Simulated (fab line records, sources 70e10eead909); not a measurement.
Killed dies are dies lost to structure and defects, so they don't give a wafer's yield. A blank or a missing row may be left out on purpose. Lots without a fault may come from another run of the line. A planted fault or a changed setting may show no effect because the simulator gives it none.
fab line records | flow nand_harc | part 2 of 2: steps 23 to 34 of 34
record lots=5 wafers=15 last_day=24
route steps=1159 shown P_M0@263 P_M1@285
lots that met no fault: from a run of the same line without faults
start_h: hours from the record's first day to the start of the lot's first wafer shown | wait_h: hours since the lot's step before | " the same as in the row above | L1.1+2: a row that stands for several wafers | - no value, or no start given | * or withheld: withheld | < > ~ a bound
route shown NAME@n: a module of which the file shows steps, and the number in the route of the first | usual: mean/standard deviation of fault-free wafers | same: alike in all rows | chamber/n: place in a boat | sites: the reading at each site | _std_site: their standard deviation | _edge_site: outer sites' mean less inner sites' | radius_mm: how far each site lies from the wafer's centre | mask NAME#n: copy n | behind: the tool/chamber that last shaped the wafer | hold: why the lot was held/for how many hours/how that ended | device: the transistor (n, p or np) that didn't switch | end of line: the same wafers' tests at the end of the route | a step without rows: its recipe alone | killed: dies lost to structure and defects at the first sort, not the wafer's yield | map: a wafer's dies, x killed, . not, _ none there
set.NAME: the setting as run; set.NAME@STEP: as run at that earlier step | model.NAME: the simulator's own value behind a step, which no gauge read
lots at some steps of the route; a table a step, a row a wafer
services: from which hour (start_h, from the record's first day; less than 0 if before it) a tool's chamber was out of use, for how many hours, and why
## steps
# step NHARC_P_M1_DEHYDRATE_01
# recipe temp_c=150 time_s=120
# usual plate_temp_C=150.01/0.13
# columns lot.wafer tool chamber start_h wait_h plate_temp_C
L075.1 litho_track-06 0 133.59 - 150.25
L075.4 " 0 " " 150.08
L075.6 " 0 " " 150.08
L076.1 litho_track-01 0 137.50 - 150.08
L076.4 " 0 " " 149.99
L076.5 " 0 " " 150.24
L078.1 litho_track-01 0 146.40 - 150.21
L078.4 " 0 " " 149.86
L078.6 " 0 " " 150.10
L079.1 litho_track-04 0 149.10 - 150.04
L079.2 " 0 " " 150.03
L079.6 " 0 " " 149.92
L095.3 litho_track-06 0 253.66 - 149.96
L095.5 " 0 " " 150.15
L095.6 " 0 " " 150.15
# step NHARC_P_M1_HMDS_02
# recipe time_s=30
# columns lot.wafer tool chamber start_h wait_h
L075.1+4+6 litho_track-06 0 - -
L076.1+4+5 litho_track-01 0 - -
L078.1+4+6 litho_track-01 0 - -
L079.1+2+6 litho_track-04 0 - -
L095.3+5+6 litho_track-06 0 - -
# step NHARC_P_M1_COAT_34
# recipe temp_c=200 time_s=65
# usual plate_temp_C=199.99/0.15
# columns lot.wafer tool chamber start_h wait_h plate_temp_C
L075.1 litho_track-06 0 - - 199.82
L075.4 " 0 " " 200.05
L075.6 " 0 " " 199.68
L076.1 litho_track-01 0 - - 200.02
L076.4 " 0 " " 200.07
L076.5 " 0 " " 199.56
L078.1 litho_track-01 0 - - 200.03
L078.4 " 0 " " 199.95
L078.6 " 0 " " 200.05
L079.1 litho_track-04 0 - - 199.86
L079.2 " 0 " " 200.08
L079.6 " 0 " " 199.70
L095.3 litho_track-06 0 - - 199.82
L095.5 " 0 " " 200.12
L095.6 " 0 " " 200.02
# step NHARC_P_M1_COAT_03
# recipe spin_rpm=1500 resist_thk_nm=90
# columns lot.wafer tool chamber start_h wait_h
L075.1+4+6 litho_track-06 0 - -
L076.1+4+5 litho_track-01 0 - -
L078.1+4+6 litho_track-01 0 - -
L079.1+2+6 litho_track-04 0 - -
L095.3+5+6 litho_track-06 0 - -
# step NHARC_P_M1_SOFTBAKE_04
# recipe temp_c=105 time_s=55
# usual plate_temp_C=104.97/0.12
# columns lot.wafer tool chamber start_h wait_h plate_temp_C
L075.1 litho_track-06 0 - - 104.92
L075.4 " 0 " " 104.94
L075.6 " 0 " " 104.98
L076.1 litho_track-01 0 - - 105.09
L076.4 " 0 " " 105.07
L076.5 " 0 " " 105.00
L078.1 litho_track-01 0 - - 104.86
L078.4 " 0 " " 104.91
L078.6 " 0 " " 105.06
L079.1 litho_track-04 0 - - 104.96
L079.2 " 0 " " 105.02
L079.6 " 0 " " 104.97
L095.3 litho_track-06 0 - - 104.74
L095.5 " 0 " " 104.95
L095.6 " 0 " " 104.90
# step NHARC_P_M1_EBR_05
# columns lot.wafer tool chamber start_h wait_h
L075.1+4+6 litho_track-06 0 - -
L076.1+4+5 litho_track-01 0 - -
L078.1+4+6 litho_track-01 0 - -
L079.1+2+6 litho_track-04 0 - -
L095.3+5+6 litho_track-06 0 - -
# step NHARC_P_M1_EXPOSE_06
# recipe na=1.35 target_cd_nm=130 dose_mj=81.88 mask_id=P_M1
# usual stage_vel_mm_s=499.92/0.24
# columns lot.wafer tool chamber start_h wait_h mask stage_vel_mm_s
L075.1 arfi_scanner-01 0 133.88 - P_M1#0 499.82
L075.4 " 0 " " P_M1#0 500.15
L075.6 " 0 " " P_M1#0 499.90
L076.1 arfi_scanner-02 0 137.79 - P_M1#0 499.59
L076.4 " 0 " " P_M1#0 499.01
L076.5 " 0 " " P_M1#0 499.30
L078.1 arfi_scanner-02 0 146.56 - P_M1#0 499.75
L078.4 " 0 " " P_M1#0 499.78
L078.6 " 0 " " P_M1#0 500.19
L079.1 arfi_scanner-01 0 149.39 - P_M1#0 499.94
L079.2 " 0 " " P_M1#0 500.28
L079.6 " 0 " " P_M1#0 499.89
L095.3 arfi_scanner-01 0 253.84 - P_M1#0 500.21
L095.5 " 0 " " P_M1#0 499.82
L095.6 " 0 " " P_M1#0 500.08
# step NHARC_P_M1_PEB_07
# recipe peb_temp_c=100 peb_time_s=65
# usual plate_temp_C=100.00/0.13
# columns lot.wafer tool chamber start_h wait_h plate_temp_C
L075.1 litho_track-06 0 133.94 0.1 100.03
L075.4 " 0 " " 100.00
L075.6 " 0 " " 100.12
L076.1 litho_track-04 0 137.85 0.1 100.13
L076.4 " 0 " " 100.07
L076.5 " 0 " " 99.91
L078.1 litho_track-01 0 146.62 0.1 100.01
L078.4 " 0 " " 100.13
L078.6 " 0 " " 99.93
L079.1 litho_track-01 0 149.45 0.1 100.13
L079.2 " 0 " " 100.37
L079.6 " 0 " " 100.13
L095.3 litho_track-01 0 253.89 0.0 100.12
L095.5 " 0 " " 100.02
L095.6 " 0 " " 99.88
# step NHARC_P_M1_DEVELOP_08
# recipe develop_time_s=35 dev_temp_c=23
# columns lot.wafer tool chamber start_h wait_h
L075.1+4+6 litho_track-06 0 - -
L076.1+4+5 litho_track-04 0 - -
L078.1+4+6 litho_track-01 0 - -
L079.1+2+6 litho_track-01 0 - -
L095.3+5+6 litho_track-01 0 - -
# step NHARC_P_M1_CD_MEAS_09
# recipe target_cd_nm=130 landing_energy_ev=500
# usual cd_nm=130.0/0.62
# columns lot.wafer tool chamber start_h wait_h cd_nm
L075.1 cd_sem-02 0 134.02 - 129.7
L075.4 " 0 " " 129.2
L075.6 " 0 " " 129.4
L076.1 cd_sem-02 0 137.93 - 130.4
L076.4 " 0 " " 130.7
L076.5 " 0 " " 130.6
L078.1 cd_sem-01 0 146.70 - 129.3
L078.4 " 0 " " 130.1
L078.6 " 0 " " 129.8
L079.1 cd_sem-01 0 149.53 - 130.3
L079.2 " 0 " " 129.5
L079.6 " 0 " " 129.0
L095.3 cd_sem-02 0 253.97 - 129.6
L095.5 " 0 " " 129.1
L095.6 " 0 " " 129.7
# step NHARC_P_M1_OVL_MEAS_10
# recipe pitch_nm=260
# usual overlay_x_nm=-0.2/0.86 overlay_y_nm=-0.4/0.94
# columns lot.wafer tool chamber start_h wait_h overlay_x_nm overlay_y_nm
L075.1 overlay-02 - 134.11 - -0.7 -0.7
L075.4 " - " " -1.2 -0.7
L075.6 " - " " -0.8 -0.7
L076.1 overlay-01 - 138.02 - 0.3 0.1
L076.4 " - " " 0.3 0.6
L076.5 " - " " 0.3 0.3
L078.1 overlay-02 - 146.79 - 1.1 -0.9
L078.4 " - " " 1.1 -1.1
L078.6 " - " " 1.6 -0.7
L079.1 overlay-01 - 149.62 - 0.6 -0.8
L079.2 " - " " 0.2 -0.5
L079.6 " - " " -0.4 0.0
L095.3 overlay-02 - 254.05 - -1.1 1.0
L095.5 " - " " -2.1 1.4
L095.6 " - " " -1.8 1.0
# step NHARC_P_M1_INSPECT_11
# usual raw_defect_count=3.9/2.3
# columns lot.wafer tool chamber start_h wait_h raw_defect_count
L075.1 defect_inspect-02 - 134.14 0.0 2
L075.4 " - " " 2
L075.6 " - " " 2
L076.1 defect_inspect-01 - 138.05 0.0 5
L076.4 " - " " 2
L076.5 " - " " 5
L078.1 defect_inspect-02 - 146.83 0.0 0
L078.4 " - " " 4
L078.6 " - " " 2
L079.1 defect_inspect-02 - 149.65 0.0 5
L079.2 " - " " 2
L079.6 " - " " 2
L095.3 defect_inspect-01 - 254.09 0.0 6
L095.5 " - " " 8
L095.6 " - " " 5
## services
# columns tool chamber start_h hours kind
cmp-01 - 111.17 0.4 repair
litho_track-06 - 117.00 7.0 pm
arfi_scanner-02 - 124.06 1.7 repair
ecd_cu-01 - 129.25 3.0 repair
cmp-01 - 133.87 1.8 repair
litho_track-04 - 141.00 7.0 pm
ecd_cu-02 - 148.89 1.5 repair
pvd_sputter-03 - 149.01 1.8 repair
rie_diel-12 - 151.29 0.3 repair
pecvd-02 - 153.00 13.0 pm
pvd_sputter-01 - 158.36 10.0 pm
wet_bench-10 - 184.85 2.1 repair
rie_diel-12 1 186.84 4.1 repair
arfi_scanner-01 - 196.00 4.0 pm
pecvd-04 - 196.68 13.0 pm
pvd_sputter-03 - 200.98 2.4 repair
rie_diel-12 - 202.40 9.0 pm
wet_bench-01 - 213.60 8.0 pm
pecvd-01 1 216.04 15.7 repair
pecvd-01 - 237.10 13.0 pm
rie_diel-12 3 241.35 4.5 repair
pvd_sputter-01 - 242.87 4.6 repair
wet_bench-10 - 247.20 8.0 pm
rie_diel-09 1 251.15 1.3 repair
